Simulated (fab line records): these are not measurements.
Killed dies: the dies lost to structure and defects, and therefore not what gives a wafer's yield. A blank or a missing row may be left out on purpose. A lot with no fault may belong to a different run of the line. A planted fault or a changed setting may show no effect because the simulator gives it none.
Chamber matching + flow n5 finfet + N5_HKMG_FIN_ALD_36 on ald metal-01: 4 sister chambers
The step deposits TiN, target thk 1 nm, pulse time 1 s, purge time 3 s. 8 wafers are shown with their chamber, then 11 later ones without.

## WAFERS PAIRED WITH THEIR CHAMBERS
| wafer  | chamber | heater power w (W) | precursor pulse height rel |
|--------|---------|--------------------|----------------------------|
| L083.4 | 0       | 821                | 1.004                      |
| L084.1 | 3       | 820                | 1.000                      |
| L084.5 | 2       | 986                | 1.016                      |
| L084.6 | 3       | 822                | 0.991                      |
| L092.4 | 0       | 831                | 0.997                      |
| L092.5 | 1       | 1160               | 0.999                      |
| L092.6 | 2       | 989                | 0.989                      |
| L093.1 | 1       | 1165               | 0.979                      |

## WAFERS WITH NO CHAMBER GIVEN
| wafer  | heater power w (W) | precursor pulse height rel |
|--------|--------------------|----------------------------|
| L093.4 | 816                | 0.985                      |
| L093.6 | 835                | 1.000                      |
| L094.1 | 977                | 1.011                      |
| L094.2 | 807                | 0.970                      |
| L094.3 | 1155               | 1.007                      |
| L094.4 | 829                | 0.973                      |
| L094.5 | 807                | 1.038                      |
| L094.6 | 829                | 1.036                      |
| L096.1 | 1138               | 1.014                      |
| L096.5 | 828                | 1.005                      |
| L096.6 | 1145               | 0.975                      |

## WHICH CHAMBER EACH ONE RAN IN
| wafer  | from the rows above     | in truth |
|--------|-------------------------|----------|
| L093.4 | can't be placed: 3 or 0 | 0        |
| L093.6 | can't be placed: 0 or 3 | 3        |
| L094.1 | 2                       | 2        |
| L094.2 | can't be placed: 3 or 0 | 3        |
| L094.3 | 1                       | 1        |
| L094.4 | can't be placed: 0 or 3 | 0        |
| L094.5 | can't be placed: 3 or 0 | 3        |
| L094.6 | can't be placed: 0 or 3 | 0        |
| L096.1 | 1                       | 1        |
| L096.5 | can't be placed: 0 or 3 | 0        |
| L096.6 | 1                       | 1        |
Correctly placed: 4 of 11. Can't be placed from these rows: 7 (the true chamber is among the candidates in 7). Number placed wrongly: 0.
How it was worked out, from the rows above alone: a wafer's distance from a chamber is the root of the sum, over the readings, of the square of ((its reading less the chamber's mean) divided by the reading's scatter). If the next closest chamber is less than 2 further off than the closest, the wafer can't be placed; otherwise it belongs to the closest. A chamber's mean is the mean of its shown wafers. The scatter: the root of (the sum of the squares of (reading less its chamber's mean) over the shown wafers, divided by (wafers less chambers)).
